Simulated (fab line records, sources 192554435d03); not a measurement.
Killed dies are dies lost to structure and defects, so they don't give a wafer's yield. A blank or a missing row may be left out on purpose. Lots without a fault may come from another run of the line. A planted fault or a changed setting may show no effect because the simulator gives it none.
Which tool did it? | flow n5_finfet | 13 lots, 39 wafers sampled, at 4 steps of a route of 1938

WHAT THE GAUGES READ, wafer by wafer
The record holds no reading of a measuring or inspecting step that can be judged against a usual standard deviation.

WHICH TOOL RAN EACH LOT (tool, then ch and the chambers of the sampled wafers, then the start)
lot  | N5_ILD0_CMP_07               | N5_ILD0_ALD_15                   | N5_SDB_HM_DEP_00               | N5_PASSIVATION_PROBE_49
L856 | cmp-04 ch 0,2,3, day 3 13:31 | ald_sin-04 ch 0,2,3, day 3 14:36 | pecvd-03 ch 0,1,2, day 3 17:09 | prober-02, day 11 11:57
L857 | cmp-02 ch 0,2,3, day 3 21:11 | ald_sin-04 ch 0,2, day 3 22:28   | pecvd-02 ch 1,2, day 4 01:02   | -
L858 | cmp-04 ch 0,2,3, day 4 01:06 | ald_sin-02 ch 1,2,3, day 4 02:02 | pecvd-01 ch 1,2, day 4 04:36   | -
L860 | cmp-03 ch 0,1,3, day 4 14:02 | ald_sin-03 ch 0,3, day 4 15:22   | pecvd-03 ch 1,2, day 4 17:55   | -
L862 | cmp-03 ch 0,1,2, day 5 06:02 | ald_sin-04 ch 0,2,3, day 5 07:02 | pecvd-01 ch 0,1,2, day 5 09:46 | -
L863 | cmp-04 ch 1,2,3, day 5 14:19 | ald_sin-03 ch 0,3, day 5 15:13   | pecvd-01 ch 0,1,2, day 5 17:49 | -
L866 | cmp-02 ch 0,2,3, day 6 02:08 | ald_sin-02 ch 1,2,3, day 6 03:14 | pecvd-01 ch 1,2, day 6 05:47   | -
L868 | cmp-04 ch 2,3, day 6 12:37   | ald_sin-03 ch 0,2,3, day 6 14:08 | pecvd-01 ch 0,1,2, day 6 17:46 | prober-01, day 15 00:18
L867 | cmp-03 ch 1,2,3, day 6 13:37 | ald_sin-04 ch 0,1,2, day 6 15:09 | pecvd-02 ch 0,1,2, day 6 17:44 | -
L872 | cmp-02 ch 0,2,3, day 7 18:17 | ald_sin-03 ch 1,2,3, day 7 19:18 | pecvd-02 ch 0,1, day 7 21:52   | prober-01, day 16 11:56
L874 | cmp-04 ch 1,3, day 8 05:39   | ald_sin-02 ch 0,1,3, day 8 06:37 | pecvd-01 ch 1,2, day 8 09:11   | -
L875 | cmp-03 ch 0,2,3, day 8 12:02 | ald_sin-02 ch 0,1, day 8 12:59   | pecvd-02 ch 0,1, day 8 15:33   | -
L876 | cmp-03 ch 0,1,3, day 8 14:29 | ald_sin-02 ch 0,1,2, day 8 16:09 | pecvd-03 ch 0,1,2, day 8 18:43 | -
- N5_ILD0_CMP_07: polishes SiO2 flowable, stops on poly-Si, t overpolish 1.18 s, target thk 138.88 nm.
- N5_ILD0_ALD_15: deposits SiNx, target thk 24 nm, pulse time 1 s, ald cycles 480.
- N5_SDB_HM_DEP_00: deposits SiNx from SiH4/NH3/N2, target thk 40 nm, time 35.3 s.
- N5_PASSIVATION_PROBE_49

WHAT THE TOOLS THEMSELVES READ (means of the sampled wafers that have a number; where no wafer has one, the mark that the record gives instead)
N5_ILD0_CMP_07.
lot  | tool   | edge_zone_pressure_frac | head_pressure_psi (psi) | motor_current_A (A)
L856 | cmp-04 | 1.000                   | 4.159                   | 13.5
L857 | cmp-02 | 1.001                   | 4.150                   | 12.0
L858 | cmp-04 | 0.996                   | 4.150                   | 13.3
L860 | cmp-03 | 1.001                   | 4.142                   | 13.1
L862 | cmp-03 | 0.999                   | 4.142                   | 12.5
L863 | cmp-04 | 1.002                   | 4.139                   | 13.1
L866 | cmp-02 | 1.003                   | 2.840                   | 9.5
L868 | cmp-04 | 1.003                   | 4.152                   | 13.4
L867 | cmp-03 | 1.000                   | 4.143                   | 12.8
L872 | cmp-02 | 0.993                   | 2.834                   | 9.3
L874 | cmp-04 | 1.001                   | 4.156                   | 11.5
L875 | cmp-03 | 1.000                   | 4.153                   | 12.5
L876 | cmp-03 | 0.998                   | 4.146                   | 13.1

N5_ILD0_ALD_15.
lot  | tool       | chamber_pressure_Torr (Torr) | heater_power_w (W) | precursor_pulse_height_rel
L856 | ald_sin-04 | 1.998                        | 844                | 1.006
L857 | ald_sin-04 | 2.002                        | 897                | 1.002
L858 | ald_sin-02 | 1.995                        | 848                | 0.981
L860 | ald_sin-03 | 2.002                        | 821                | 1.004
L862 | ald_sin-04 | 2.001                        | 835                | 0.997
L863 | ald_sin-03 | 2.001                        | 811                | 0.999
L866 | ald_sin-02 | 2.001                        | 815                | 1.021
L868 | ald_sin-03 | 2.001                        | 785                | 0.996
L867 | ald_sin-04 | 2.005                        | 911                | 1.009
L872 | ald_sin-03 | 2.001                        | 767                | 0.990
L874 | ald_sin-02 | 1.997                        | 756                | 0.999
L875 | ald_sin-02 | 1.999                        | 815                | 1.017
L876 | ald_sin-02 | 1.998                        | 864                | 0.997

N5_SDB_HM_DEP_00.
lot  | tool     | chamber_pressure_Torr (Torr) | heater_power_w (W) | showerhead_plenum_p_Torr (Torr) | throttle_valve_pct (%)
L856 | pecvd-03 | 1.500                        | 815                | 5.08                            | 38.7
L857 | pecvd-02 | 1.501                        | 770                | 5.20                            | 41.1
L858 | pecvd-01 | 1.498                        | 692                | 5.23                            | 37.4
L860 | pecvd-03 | 1.501                        | 802                | 5.04                            | 39.4
L862 | pecvd-01 | 1.500                        | 753                | 5.15                            | 38.2
L863 | pecvd-01 | 1.499                        | 828                | 5.15                            | 38.3
L866 | pecvd-01 | 1.498                        | 717                | 5.21                            | 38.2
L868 | pecvd-01 | 1.500                        | 797                | 5.15                            | 38.0
L867 | pecvd-02 | 1.502                        | 790                | 5.16                            | 40.0
L872 | pecvd-02 | 1.499                        | 825                | 5.10                            | 40.0
L874 | pecvd-01 | 1.501                        | 728                | 5.22                            | 37.4
L875 | pecvd-02 | 1.497                        | 784                | 5.13                            | 40.9
L876 | pecvd-03 | 1.498                        | 780                | 5.08                            | 38.9

N5_PASSIVATION_PROBE_49.
lot  | tool      | killed_at_M0_to_M3 | killed_at_M4_up | killed_at_contacts | killed_at_front_end | killed_at_other | killed_dies | killed_open | killed_short
L856 | prober-02 | 44                 | 16              | 8                  | 36                  | 1.7             | 105         | 67          | 33
L868 | prober-01 | 32                 | 9               | 8                  | 33                  | 6.7             | 89          | 54          | 30
L872 | prober-01 | 35                 | 13              | 14                 | 39                  | 2.7             | 104         | 72          | 30

THE ANSWER, worked out from the rows above alone
Rule: what is usual is taken from the lots themselves. Put in order of their means at a reading, lots are off if they are a third of the lots or fewer, leave a main group of 4 or more, and stand apart from it by a gap of 3 or more times the standard deviation of the main group's means; of several such gaps the widest counts. A main group whose means are all the same, to the digits that the tables above print for the reading, isn't used. A lot without any number at a reading at which 4 lots or more have one is off too. The other lots that the step has rows for count as sound. The gauges are gone through in route order, then the tools' own readings, and for those a lot's mean is taken as printed above. The first step at which some lot is off is used, and at that step the reading that is off furthest; a lot without a number counts as furthest.
Off: L866, L872, at N5_ILD0_CMP_07 (head_pressure_psi). The main group: mean 4.148 psi, standard deviation 0.0061.
A tool fits if, at that step or a process step before it, it ran every lot that is off, and no sound lot after the first of them. One fits: cmp-02 at N5_ILD0_CMP_07. Its last sound lot is L857 (day 3 21:11), its first lot that is off L866 (day 6 02:08): a fault that began between those two fits.
The tool's own readings at N5_ILD0_CMP_07 bear it out: on the lots that are off they differ by more than 5 times the standard deviation of the sound lots' means. head_pressure_psi reads 2.837 psi there against 4.148 psi on the sound lots; motor_current_A reads 9.4 A there against 12.8 A on the sound lots.

WHAT THE SIMULATOR HAD PUT IN
Process parameter drift: cmp-02, from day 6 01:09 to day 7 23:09, at N5_ILD0_CMP_07. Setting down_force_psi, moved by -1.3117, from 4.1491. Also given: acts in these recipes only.
Lots struck among those shown: L866, L872. The rule above found the same.
